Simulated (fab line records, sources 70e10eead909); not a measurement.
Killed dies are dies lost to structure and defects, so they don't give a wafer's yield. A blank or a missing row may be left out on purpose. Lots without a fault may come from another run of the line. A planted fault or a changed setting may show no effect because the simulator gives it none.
fab line records | flow nand_harc | part 1 of 2: steps 1 to 4 of 6
record lots=21 wafers=63 last_day=33
route steps=1302 shown A_CHANNEL_HOLE_D2@603 A_STAIRCASE@667
lots that met no fault: from a run of the same line without faults
start_h: hours from the record's first day to the start of the lot's first wafer shown | wait_h: hours since the lot's step before | " the same as in the row above | L1.1+2: a row that stands for several wafers | - no value, or no start given | * or withheld: withheld | < > ~ a bound
route shown NAME@n: a module of which the file shows steps, and the number in the route of the first | usual: mean/standard deviation of fault-free wafers | same: alike in all rows | chamber/n: place in a boat | sites: the reading at each site | _std_site: their standard deviation | _edge_site: outer sites' mean less inner sites' | radius_mm: how far each site lies from the wafer's centre | mask NAME#n: copy n | behind: the tool/chamber that last shaped the wafer | hold: why the lot was held/for how many hours/how that ended | device: the transistor (n, p or np) that didn't switch | end of line: the same wafers' tests at the end of the route | a step without rows: its recipe alone | killed: dies lost to structure and defects at the first sort, not the wafer's yield | map: a wafer's dies, x killed, . not, _ none there
set.NAME: the setting as run; set.NAME@STEP: as run at that earlier step | model.NAME: the simulator's own value behind a step, which no gauge read
steps of the route over a sample of lots; a table a step, a row a wafer
services: from which hour (start_h, from the record's first day; less than 0 if before it) a tool's chamber was out of use, for how many hours, and why
## steps
# step NHARC_A_CHANNEL_HOLE_D2_ETCH_44
# recipe target_depth_a=1400 overetch_a=140 time_s=77 ion_energy_ev=100 cf4_flow_sccm=80 o2_flow_sccm=20 ar_flow_sccm=0 rf_w=300 bias_w=100 chemistry=CF4/O2
# usual drypump_motor_current_A=5.9/0.44 mfc_ar_sccm=0.006/0.012 oes_o_777_au=1.000/0.0043 oes_product_au=0.997/0.01 rf_vpp_V=198.0/1.3 showerhead_plenum_p_Torr=1.34/0.048 throttle_valve_pct=13.397/0.0097
# columns lot.wafer tool chamber start_h wait_h drypump_motor_current_A mfc_ar_sccm oes_o_777_au oes_product_au rf_hours_counter_h rf_vpp_V showerhead_plenum_p_Torr throttle_valve_pct
L074.3 rie_diel-07 1 288.05 0.1 6.2 0.013 0.998 1.009 10 196.3 1.29 13.395
L074.1 " 2 " " 5.0 0 0.998 1.002 9 200.3 1.42 13.395
L074.5 " 0 " " 6.7 0 1.000 0.982 - 199.7 1.40 13.405
L075.2 rie_diel-03 3 302.92 0.1 5.7 0.007 0.999 0.998 0 197.6 1.34 13.380
L075.5 " 3 " " 5.7 0.007 1.000 1.004 - 198.4 1.34 13.383
L075.4 " 0 " " 5.8 0 1.003 0.970 - 196.7 1.29 13.390
L076.4 rie_diel-09 3 308.91 0.1 5.8 0 0.998 1.002 11 196.8 1.32 13.401
L076.5 " 3 " " 5.8 0 0.998 0.995 - 197.0 1.32 13.414
L076.6 " 0 " " 5.9 0.040 1.002 0.990 - 199.5 1.40 13.408
L077.2 rie_diel-03 2 328.01 0.1 6.2 0.006 0.997 0.998 2 196.7 1.27 13.398
L077.3 " 0 " " 5.8 0 0.996 0.979 3 196.2 1.29 13.394
L077.6 " 3 " " 5.7 0.007 0.994 1.003 - 196.9 1.34 13.397
L078.1 rie_diel-09 1 337.69 0.1 5.3 0 0.995 1.018 0 196.9 1.31 13.406
L078.3 " 2 " " 6.1 0 0.998 1.003 0 197.6 1.37 13.405
L078.6 " 1 " " 5.3 0 0.998 1.013 - 196.5 1.31 13.394
L080.3 rie_diel-07 0 350.39 0.1 6.7 0 0.999 0.983 3 198.8 1.40 13.405
L080.6 " 0 " " 6.7 0 0.998 0.986 - 200.8 1.40 13.412
L080.5 " 2 " " 5.0 0 0.996 0.993 - 199.4 1.42 13.396
L081.4 rie_diel-07 1 364.52 0.1 6.2 0.013 1.003 1.001 3 197.6 1.29 13.388
L081.1 " 2 " " 5.0 0 0.997 0.994 4 200.0 1.42 13.408
L081.6 " 2 " " 5.0 0 0.999 0.994 - 198.3 1.42 13.401
L083.4 rie_diel-03 1 397.85 0.1 5.7 0 1.004 0.983 5 197.5 1.29 13.403
L083.1 " 2 " " 6.1 0.006 1.004 0.994 5 196.0 1.27 13.380
L083.5 " 3 " " 5.7 0.007 0.997 0.999 - 199.1 1.34 13.393
L082.2 rie_diel-09 1 398.73 0.1 5.3 0 1.001 1.002 3 197.4 1.31 13.397
L082.1 " 2 " " 6.1 0 0.999 1.016 3 198.5 1.37 13.393
L082.5 " 1 " " 5.3 0 1.006 0.999 - 197.9 1.31 13.392
L085.4 rie_diel-03 3 411.55 0.1 5.7 0.007 1.002 0.997 7 198.9 1.34 13.399
L085.1 " 2 " " 6.2 0.006 1.000 0.989 6 196.9 1.27 13.402
L085.6 " 3 " " 5.7 0.007 0.992 1.006 - 197.5 1.34 13.397
L084.1 rie_diel-07 3 411.69 0.1 5.5 0 0.995 0.997 7 198.3 1.36 13.406
L084.3 " 1 " " 6.2 0.013 0.997 0.985 5 197.9 1.29 13.410
L084.6 " 3 " " 5.5 0 0.992 0.995 - 197.0 1.36 13.392
L086.4 rie_diel-03 0 415.72 0.1 5.8 0 1.006 0.987 7 196.6 1.29 13.393
L086.2 " 1 " " 5.8 0 0.997 0.980 6 197.1 1.29 13.403
L086.6 " 2 " " 6.2 0.006 1.001 0.992 - 195.4 1.27 13.382
L087.4 rie_diel-03 0 431.18 0.0 5.8 0 1.004 0.993 8 196.7 1.29 13.393
L087.1 " 2 " " 6.2 0.006 0.995 0.996 7 196.1 1.27 13.380
L087.5 " 0 " " 5.8 0 0.993 1.000 - 197.2 1.29 13.404
L090.3 rie_diel-07 1 458.96 0.1 6.1 0.013 1.000 0.979 7 196.0 1.29 13.401
L090.2 " 3 " " 5.5 0 1.003 0.994 9 198.0 1.36 13.391
L090.5 " 0 " " 6.7 0 0.996 0.991 - 199.5 1.40 13.400
L088.4 rie_diel-07 1 460.97 0.1 6.1 0.013 0.998 0.988 8 196.9 1.29 13.407
L088.1 " 2 " " 5.0 0 0.994 1.005 9 200.7 1.41 13.385
L088.6 " 0 " " 6.7 0 1.005 0.990 - 199.0 1.40 13.393
L091.4 rie_diel-09 2 471.11 0.1 6.1 0 1.001 1.002 8 200.7 1.37 13.389
L091.5 " 3 " " 5.8 0 1.008 1.007 - 197.2 1.32 13.406
L091.6 " 0 " " 5.9 0.040 0.997 1.010 - 199.4 1.40 13.387
L092.2 rie_diel-09 1 473.05 0.1 5.3 0 0.999 1.000 10 197.7 1.31 13.398
L092.3 " 3 " " 5.8 0 0.997 1.008 8 197.9 1.32 13.383
L092.5 " 0 " " 6.0 0.040 0.998 0.994 - 198.4 1.40 13.404
L093.1 rie_diel-09 3 479.42 0.1 5.8 0 0.996 0.993 8 198.1 1.32 13.409
L093.4 " 0 " " 6.0 0.040 1.003 1.004 9 199.3 1.40 13.406
L093.6 " 3 " " 5.8 0 1.007 1.003 - 197.3 1.32 13.407
L095.3 rie_diel-09 3 519.51 0.1 5.8 0 1.000 1.019 1 197.8 1.32 13.396
L095.1 " 0 " " 5.9 0.040 1.002 0.999 1 198.4 1.40 13.392
L095.6 " 2 " " 6.1 0 0.991 0.985 - 200.0 1.36 13.372
L097.4 rie_diel-03 2 529.08 0.0 6.2 0.006 1.011 1.012 4 195.4 1.27 13.398
L097.1 " 3 " " 5.7 0.007 0.996 0.988 4 198.7 1.34 13.397
L097.2 " 0 " " 5.9 0 0.997 0.994 5 197.6 1.29 13.401
L096.2 rie_diel-09 2 529.45 0.1 6.1 0 1.009 1.002 2 198.7 1.36 13.421
L096.5 " 0 " " 5.9 0.040 0.998 1.007 - 200.1 1.40 13.389
L096.6 " 1 " " 5.3 0 0.995 1.013 - 197.2 1.31 13.398
# step NHARC_A_STAIRCASE_DESCUM_11
# recipe time_s=3 o2_flow_sccm=200 ar_flow_sccm=0 bias_power_w=0 chemistry=O2
# usual drypump_motor_current_A=5.7/0.39 mfc_ar_sccm=0.002/0.0034 oes_product_au=1.003/0.011 rf_vpp_V=58.0/0.99 showerhead_plenum_p_Torr=1.95/0.092 throttle_valve_pct=11.311/0.0077
# same bias_power_w=0
# columns lot.wafer tool chamber start_h wait_h drypump_motor_current_A mfc_ar_sccm oes_product_au rf_hours_counter_h rf_vpp_V showerhead_plenum_p_Torr throttle_valve_pct
L074.3 rie_diel-12 3 341.85 - 5.7 0.009 0.994 17 57.4 1.96 11.314
L074.1 " 2 " " 5.3 0.001 0.997 14 57.8 1.88 11.324
L074.5 " 0 " " 6.3 0 1.009 - 58.0 2.07 11.313
L075.4 rie_diel-12 1 355.57 - 5.8 0.006 1.014 20 57.3 2.03 11.316
L075.2 " 2 " " 5.3 0.001 0.997 22 58.2 1.88 11.304
L075.5 " 0 " " 6.3 0 1.014 - 59.2 2.07 11.303
L076.4 rie_diel-12 3 363.45 - 5.6 0.009 0.996 25 58.2 1.96 11.302
L076.5 " 2 " " 5.3 0.001 0.993 - 57.0 1.88 11.302
L076.6 " 3 " " 5.6 0.009 0.998 - 57.4 1.96 11.316
L077.3 rie_diel-12 0 391.05 - 6.3 0 1.015 30 57.5 2.07 11.304
L077.2 " 1 " " 5.8 0.006 1.021 29 58.2 2.03 11.309
L077.6 " 2 " " 5.3 0.001 1.007 - 56.8 1.87 11.312
L078.3 rie_diel-04 3 396.50 - 5.5 0 0.986 6 57.2 1.78 11.318
L078.1 " 1 " " 5.7 0 1.014 6 57.0 1.89 11.316
L078.6 " 2 " " 5.1 0 1.000 - 58.0 2.06 11.306
L080.3 rie_diel-12 3 404.14 - 5.7 0.009 0.993 35 59.3 1.95 11.298
L080.5 " 1 " " 5.8 0.006 1.009 - 58.3 2.03 11.307
L080.6 " 2 " " 5.3 0.001 1.002 - 58.7 1.87 11.316
L081.1 rie_diel-04 2 417.71 - 5.1 0 0.999 17 58.0 2.05 11.317
L081.4 " 1 " " 5.7 0 1.020 15 58.2 1.89 11.310
L081.6 " 3 " " 5.5 0 0.993 - 57.2 1.78 11.308
L083.1 rie_diel-04 1 451.09 - 5.8 0 1.018 25 58.8 1.89 11.319
L083.4 " 2 " " 5.1 0 1.011 26 57.8 2.05 11.307
L083.5 " 1 " " 5.7 0 1.005 - 57.5 1.89 11.304
L082.1 rie_diel-01 2 451.65 - 5.9 0.005 0.979 19 56.8 1.89 11.306
L082.2 " 0 " " 5.7 0 1.006 20 58.8 1.94 11.318
L082.5 " 2 " " 5.9 0.005 0.984 - 58.5 1.89 11.308
L085.1 rie_diel-12 0 464.15 - 6.3 0 0.991 1 58.2 2.06 11.315
L085.4 " 1 " " 5.8 0.006 0.997 1 58.9 2.02 11.307
L085.6 " 0 " " 6.3 0 0.990 - 58.7 2.06 11.308
L084.1 rie_diel-01 1 464.31 - 5.5 0 1.013 27 59.1 1.99 11.321
L084.3 " 3 " " 5.8 0 1.014 21 58.1 1.81 11.310
L084.6 " 1 " " 5.5 0 1.017 - 59.1 1.99 11.304
L086.2 rie_diel-04 3 468.15 - 5.5 0 1.020 29 56.3 1.77 11.326
L086.4 " 1 " " 5.7 0 1.036 30 56.5 1.88 11.312
L086.6 " 3 " " 5.5 0 1.011 - 55.4 1.77 11.316
L087.4 rie_diel-12 0 483.19 - 6.3 0 0.995 11 59.7 2.06 11.313
L087.1 " 2 " " 5.3 0.001 0.984 8 56.6 1.87 11.316
L087.5 " 1 " " 5.8 0.006 1.001 - 57.9 2.02 11.317
L090.2 rie_diel-01 2 509.50 - 5.9 0.005 0.994 38 59.9 1.89 11.305
L090.3 " 1 " " 5.5 0 1.009 42 58.0 1.98 11.309
L090.5 " 2 " " 5.9 0.005 0.998 - 57.3 1.89 11.321
L088.4 rie_diel-12 0 512.90 - 6.3 0 1.005 14 59.1 2.06 11.308
L088.1 " 2 " " 5.3 0.001 0.984 14 58.0 1.86 11.316
L088.6 " 0 " " 6.3 0 0.995 - 58.0 2.06 11.311
L092.2 rie_diel-01 3 522.98 - 5.8 0 1.023 50 57.9 1.80 11.313
L092.3 " 0 " " 5.7 0 1.017 53 57.4 1.93 11.328
L092.5 " 1 " " 5.5 0 1.014 - 58.0 1.98 11.315
L091.4 rie_diel-04 0 523.74 - 6.7 0 1.002 48 58.3 2.06 11.306
L091.6 " 2 " " 5.1 0 0.997 - 57.6 2.04 11.316
L091.5 " 3 " " 5.5 0 1.008 - 57.4 1.77 11.316
L093.1 rie_diel-04 0 531.80 - 6.7 0 1.009 51 57.9 2.06 11.310
L093.4 " 2 " " 5.1 0 1.005 53 57.9 2.04 11.295
L093.6 " 0 " " 6.7 0 1.025 - 59.9 2.06 11.305
L095.3 rie_diel-01 1 571.18 - 5.5 0 0.991 0 59.7 1.98 11.307
L095.1 " 3 " " 5.8 0 0.998 0 54.6 1.79 11.308
L095.6 " 1 " " 5.5 0 1.005 - 57.2 1.98 11.307
L096.2 rie_diel-01 2 580.59 - 5.9 0.005 1.002 3 56.3 1.88 11.317
L096.6 " 2 " " 5.9 0.005 0.997 - 57.2 1.88 11.314
L096.5 " 3 " " 5.8 0 1.000 - 59.9 1.79 11.302
L097.4 rie_diel-12 0 581.02 - 6.3 0 1.009 28 58.5 2.05 11.306
L097.2 " 1 " " 5.8 0.006 0.996 39 58.3 2.01 11.319
L097.1 " 2 " " 5.3 0.001 0.997 38 59.5 1.86 11.327
# step NHARC_A_STAIRCASE_TRIM_18
# recipe time_s=211.2 o2_flow_sccm=500 ar_flow_sccm=0 bias_w=0 chemistry=O2
# usual drypump_motor_current_A=5.7/0.39 mfc_ar_sccm=0.002/0.0033 oes_product_au=1.005/0.01 rf_vpp_V=57.9/0.94 showerhead_plenum_p_Torr=3.58/0.16 throttle_valve_pct=17.036/0.0097
# columns lot.wafer tool chamber start_h wait_h drypump_motor_current_A mfc_ar_sccm oes_product_au rf_hours_counter_h rf_vpp_V showerhead_plenum_p_Torr throttle_valve_pct
L074.1 rie_diel-12 0 - - 6.3 0 1.019 15 58.0 3.80 17.011
L074.3 " 1 " " 5.8 0.006 1.016 13 59.0 3.74 17.023
L074.5 " 0 " " 6.3 0 1.012 - 59.0 3.80 17.027
L075.2 rie_diel-12 2 - - 5.3 0.001 0.989 22 57.6 3.46 17.044
L075.4 " 0 " " 6.3 0 1.013 21 59.2 3.80 17.025
L075.5 " 3 " " 5.7 0.009 1.000 - 58.2 3.60 17.043
L076.4 rie_diel-12 1 - - 5.8 0.006 1.012 23 57.5 3.73 17.059
L076.5 " 1 " " 5.8 0.006 0.999 - 58.2 3.73 17.036
L076.6 " 2 " " 5.3 0.001 1.003 - 57.4 3.46 17.036
L077.2 rie_diel-12 3 - - 5.7 0.009 0.996 32 59.2 3.60 17.042
L077.3 " 0 " " 6.3 0 1.003 30 58.9 3.79 17.036
L077.6 " 0 " " 6.3 0 1.015 - 59.2 3.79 17.034
L078.1 rie_diel-04 1 - - 5.8 0 1.017 6 56.4 3.49 17.020
L078.3 " 0 " " 6.7 0 1.015 6 57.5 3.80 17.031
L078.6 " 1 " " 5.8 0 1.019 - 59.0 3.49 17.031
L080.3 rie_diel-12 3 - - 5.7 0.009 0.998 36 59.9 3.60 17.051
L080.6 " 1 " " 5.8 0.006 1.015 - 58.0 3.72 17.022
L080.5 " 2 " " 5.3 0.001 1.004 - 58.7 3.46 17.022
L081.1 rie_diel-04 2 - - 5.1 0 1.004 17 57.9 3.76 17.039
L081.4 " 0 " " 6.7 0 1.009 13 57.4 3.80 17.042
L081.6 " 3 " " 5.5 0 1.005 - 56.7 3.29 17.028
L083.1 rie_diel-04 2 - - 5.1 0 1.004 26 58.3 3.76 17.040
L083.4 " 0 " " 6.6 0 1.020 24 58.6 3.79 17.051
L083.5 " 2 " " 5.1 0 1.002 - 57.5 3.76 17.023
L082.1 rie_diel-01 1 - - 5.6 0 1.017 23 58.8 3.66 17.032
L082.2 " 2 " " 5.9 0.005 0.989 20 56.6 3.49 17.025
L082.5 " 2 " " 5.9 0.005 0.995 - 56.5 3.49 17.036
L085.4 rie_diel-12 0 - - 6.3 0 1.007 1 59.3 3.78 17.038
L085.1 " 1 " " 5.8 0.006 1.009 2 58.6 3.71 17.029
L085.6 " 3 " " 5.7 0.009 1.002 - 57.2 3.59 17.025
L084.1 rie_diel-01 3 - - 5.8 0 1.005 21 57.5 3.34 17.016
L084.3 " 1 " " 5.6 0 1.024 27 59.4 3.66 17.042
L084.6 " 3 " " 5.8 0 1.003 - 56.9 3.35 17.042
L086.2 rie_diel-04 3 - - 5.5 0 1.011 31 58.1 3.28 17.028
L086.6 " 3 " " 5.5 0 1.010 - 57.5 3.28 17.036
L086.4 " 0 " " 6.8 0 1.012 - 57.5 3.79 17.041
L087.4 rie_diel-12 2 - - 5.3 0.001 0.989 8 58.2 3.45 17.030
L087.1 " 1 " " 5.8 0.006 1.012 11 59.3 3.71 17.024
L087.5 " 3 " " 5.7 0.009 1.004 - 59.3 3.59 17.051
L090.3 rie_diel-01 3 - - 5.8 0 1.014 42 55.7 3.33 17.041
L090.2 " 0 " " 5.7 0 1.008 46 57.3 3.55 17.029
L090.5 " 3 " " 5.8 0 1.016 - 57.5 3.33 17.046
L088.1 rie_diel-12 3 - - 5.7 0.009 0.997 14 58.8 3.58 17.036
L088.4 " 0 " " 6.3 0 0.982 14 58.2 3.77 17.024
L088.6 " 1 " " 5.8 0.006 0.997 - 56.7 3.71 17.045
L092.2 rie_diel-01 0 - - 5.7 0 1.015 53 58.4 3.55 17.025
L092.3 " 3 " " 5.8 0 1.007 50 56.3 3.33 17.022
L092.5 " 1 " " 5.6 0 1.006 - 58.8 3.64 17.027
L091.4 rie_diel-04 3 - - 5.5 0 1.023 43 57.7 3.28 17.038
L091.6 " 1 " " 5.8 0 1.028 - 57.8 3.47 17.037
L091.5 " 2 " " 5.2 0 1.008 - 56.6 3.75 17.036
L093.4 rie_diel-04 2 - - 5.1 0 1.008 53 56.9 3.74 17.009
L093.1 " 3 " " 5.5 0 1.007 48 57.2 3.28 17.050
L093.6 " 2 " " 5.1 0 1.006 - 59.3 3.74 17.048
L095.1 rie_diel-01 1 - - 5.6 0 0.994 0 58.3 3.64 17.038
L095.3 " 2 " " 5.9 0.005 0.994 0 57.1 3.47 17.047
L095.6 " 2 " " 5.9 0.005 1.001 - 58.0 3.47 17.044
L096.2 rie_diel-01 1 - - 5.6 0 1.003 3 58.0 3.63 17.032
L096.6 " 2 " " 5.9 0.005 0.998 - 57.3 3.47 17.034
L096.5 " 3 " " 5.8 0 0.999 - 56.8 3.32 17.033
L097.2 rie_diel-12 2 - - 5.3 0.001 0.987 38 56.1 3.43 17.033
L097.1 " 0 " " 6.3 0 1.002 29 58.5 3.76 17.029
L097.4 " 1 " " 5.8 0.006 0.999 40 57.6 3.69 17.049
# step NHARC_A_STAIRCASE_ETCH_201
# recipe target_depth_a=1000 time_s=40.5 ion_energy_ev=400 c4f8_flow_sccm=20 o2_flow_sccm=10 ar_flow_sccm=withheld rf_w=600 bias_w=1000 chemistry=C4F8/O2
# usual oes_product_au=0.946/0.012 rf_vpp_V=899/5.5
# columns lot.wafer tool chamber start_h wait_h oes_product_au rf_hours_counter_h rf_vpp_V
L074.3 rie_diel-12 2 - - 0.956 20 894
L074.1 " 3 " " 0.950 20 899
L074.5 " 0 " " 0.972 - 906
L075.4 rie_diel-12 3 - - 0.926 24 900
L075.2 " 0 " " 0.950 22 905
L075.5 " 3 " " 0.919 - 899
L076.4 rie_diel-04 3 - - 0.939 0 889
L076.5 " 2 " " 0.940 - 904
L076.6 " 3 " " 0.953 - 887
L077.3 rie_diel-12 1 - - 0.954 30 903
L077.2 " 2 " " 0.949 32 893
L077.6 " 1 " " 0.953 - 903
L078.3 rie_diel-01 1 - - 0.958 6 901
L078.1 " 3 " " 0.963 4 891
L078.6 " 1 " " 0.944 - 902
L080.3 rie_diel-01 1 - - 0.959 8 901
L080.6 " 1 " " 0.945 - 902
L080.5 " 2 " " 0.944 - 894
L081.1 rie_diel-12 0 - - 0.958 41 907
L081.4 " 3 " " 0.927 43 898
L081.6 " 1 " " 0.942 - 902
L083.4 rie_diel-01 0 - - 0.950 22 897
L083.1 " 1 " " 0.964 24 900
L083.5 " 3 " " 0.957 - 890
L082.2 rie_diel-04 1 - - 0.958 28 895
L082.1 " 0 " " 0.946 26 904
L082.5 " 0 " " 0.950 - 906
L085.1 rie_diel-12 0 - - 0.949 4 905
L085.4 " 2 " " 0.934 3 893
L085.6 " 0 " " 0.946 - 905
L084.1 rie_diel-04 2 - - 0.932 32 904
L084.3 " 0 " " 0.941 - 907
L084.6 " 0 " " 0.947 - 905
L086.4 rie_diel-12 3 - - 0.935 6 898
L086.2 " 1 " " 0.923 9 902
L086.6 " 3 " " 0.938 - 898
L087.1 rie_diel-01 2 - - 0.943 33 894
L087.4 " 3 " " 0.958 36 889
L087.5 " 0 " " 0.952 - 897
L090.3 rie_diel-12 2 - - 0.915 16 894
L090.2 " 3 " " 0.925 15 897
L090.5 " 1 " " 0.929 - 902
L088.4 rie_diel-12 0 - - 0.944 16 904
L088.1 " 3 " " 0.952 16 897
L088.6 " 1 " " 0.944 - 902
L092.3 rie_diel-04 1 - - 0.944 42 894
L092.2 " 2 " " 0.938 50 903
L092.5 " 2 " " 0.946 - 904
L091.4 rie_diel-01 3 - - 0.954 52 888
L091.6 " 3 " " 0.962 - 890
L091.5 " 0 " " 0.955 - 897
L093.1 rie_diel-01 2 - - 0.919 48 893
L093.4 " 0 " " 0.963 59 896
L093.6 " 2 " " 0.937 - 894
L095.3 rie_diel-12 2 - - 0.952 37 893
L095.1 " 3 " " 0.937 33 898
L095.6 " 1 " " 0.960 - 902
L096.2 rie_diel-12 1 - - 0.954 41 901
L096.6 " 3 " " 0.943 - 898
L096.5 " 0 " " 0.945 - 907
L097.2 rie_diel-01 3 - - 0.945 4 889
L097.4 " 0 " " 0.959 4 897
L097.1 " 2 " " 0.923 4 893
